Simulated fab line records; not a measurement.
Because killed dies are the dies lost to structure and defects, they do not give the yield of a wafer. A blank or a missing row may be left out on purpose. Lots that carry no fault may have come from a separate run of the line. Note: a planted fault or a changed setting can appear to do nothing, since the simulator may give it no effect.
Struck lot and sound lot, side by side	flow n5Finfet	14 steps out of a route of 1938
Sound: wafers L374.3, L374.4, L374.6. Struck: wafer L379.5. (L379.1 of the same lot was not struck and is left out.) The cause comes at the end.
Order at every step that has rows: each side's tool, ch and its chambers, its first start. Under that, the readings that differ: sound wafers	struck wafers	difference of the means	sigmas: that difference in standard deviations of wafers without a fault.
alike: a reading whose means differ by less than 2 such deviations, as well as words and numbers matching on both sides. not compared: withheld readings; readings where some wafer has no value; bounds like >300 that might hide an equal value; numbers whose values overlap and for which the record gives no deviation.
A row with sigmas, a row that says differs or no value, or rows on one side alone: a step with any of these is where the two part. When numbers do not overlap yet have no deviation, they are printed without sigmas and do not part them. A reading that every wafer of one side lacks parts them only if that side has two wafers or more.

first, 3 steps without rows for these wafers: N5_BEOL_M8_EXPOSE_25 (exposes mask V7, target cd 40 nm); N5_BEOL_M8_PEB_26 (peb time 60 s); N5_BEOL_M8_DEVELOP_27 (develop time 30 s).
N5_BEOL_M8_CD_MEAS_28 targets a cd of 40 nm.
  sound on cdSem-02 ch 0, day 10 02:54; struck on cdSem-03 ch 0, day 11 08:41
  alike: cdNm
N5_BEOL_M8_OVL_MEAS_29:
  sound on overlay-01 ch 0, day 10 02:56; struck on overlay-01 ch 0, day 11 08:43
  alike: V7_OVL
N5_BEOL_M8_INSPECT_30: inspects for defects (brightfield).
  sound on defectInspect-01 at day 10 02:59; struck on defectInspect-02 at day 11 08:47
  alike: rawDefectCount
N5_BEOL_M8_DESCUM_33: chemistry O2, time 7 s.
  sound on rieDiel-06 ch 0,1,2, day 10 03:13; struck on rieDiel-06 ch 1, day 11 08:51
  alike: drypumpMotorCurrentA, o2FlowSccm, oesProductAu, rfVppV, showerheadPlenumPTorr, throttleValvePct
  not compared: rfHoursCounterH
N5_BEOL_M8_ETCH_72: etches underlayer in N2/H2, target depth 6.5 nm, time 5.2 s.
  sound on rieDiel-06 ch 0,1,2, day 10 03:15; struck on rieDiel-06 ch 1, day 11 08:53
  alike: biasW, drypumpMotorCurrentA, etchRfOnTimeS, n2FlowSccm, oesProductAu, rfVppV, showerheadPlenumPTorr, throttleValvePct
  not compared: rfHoursCounterH
N5_BEOL_M8_ETCH_65: etches SiARC in CF4, target depth 15.6 nm, time 26 s.
  sound on rieDiel-06 ch 0,1,2, day 10 03:16; struck on rieDiel-06 ch 1, day 11 08:54
  alike: biasW, drypumpMotorCurrentA, etchRfOnTimeS, mfcArSccm, oesProductAu, rfVppV, showerheadPlenumPTorr, throttleValvePct
  not compared: rfHoursCounterH
N5_BEOL_M8_ETCH_66: etches SOC in N2/H2, target depth 80 nm, overetch 16 nm, time 120 s.
  sound on rieDiel-06 ch 0,1,2, day 10 03:17; struck on rieDiel-06 ch 1, day 11 08:56
  alike: biasW, drypumpMotorCurrentA, n2FlowSccm, oesProductAu, rfVppV, showerheadPlenumPTorr, throttleValvePct
  not compared: rfHoursCounterH
then, 2 steps without rows for these wafers: N5_BEOL_M8_STRIP_69 (strips in N2/H2); N5_BEOL_M8_STRIP_73 (strips in N2/H2).
N5_BEOL_M8_VIA_ETCH_34: etches SiCOH lowk in C4F6/O2, target depth 125.5 nm, time 50.5 s.
  sound on rieDiel-06 ch 0,1,2, day 10 03:24; struck on rieDiel-06 ch 1, day 11 09:02
reading	sound	struck	difference	sigmas
oesProductAu (a.u.)	0.70 0.83 0.84	1.16	+0.37	+5
model.etch.depthNm (nm)	122.7 124.7 124	203.2	+79.4	
model.SOC_of_BEOL_M8_COAT_63.thkNm (nm)	54.2 54 54	50	-4	
model.BEOL_M8.cdNm (nm)	40 39.8 40	40.4	+0.5	
  alike: biasW, drypumpMotorCurrentA, mfcArSccm, rfVppV, showerheadPlenumPTorr, throttleValvePct
  not compared: rfHoursCounterH
then, 1 step without rows for these wafers: N5_BEOL_M8_STRIP_76 (strips in C4F6/O2).

WHERE THEY PART
At N5_BEOL_M8_VIA_ETCH_34 and nowhere else, as far as this record goes.

WHY: whatever the simulator had introduced
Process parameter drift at N5_BEOL_M8_VIA_ETCH_34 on rieDiel-06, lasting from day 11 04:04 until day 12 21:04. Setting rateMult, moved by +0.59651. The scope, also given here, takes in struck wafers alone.
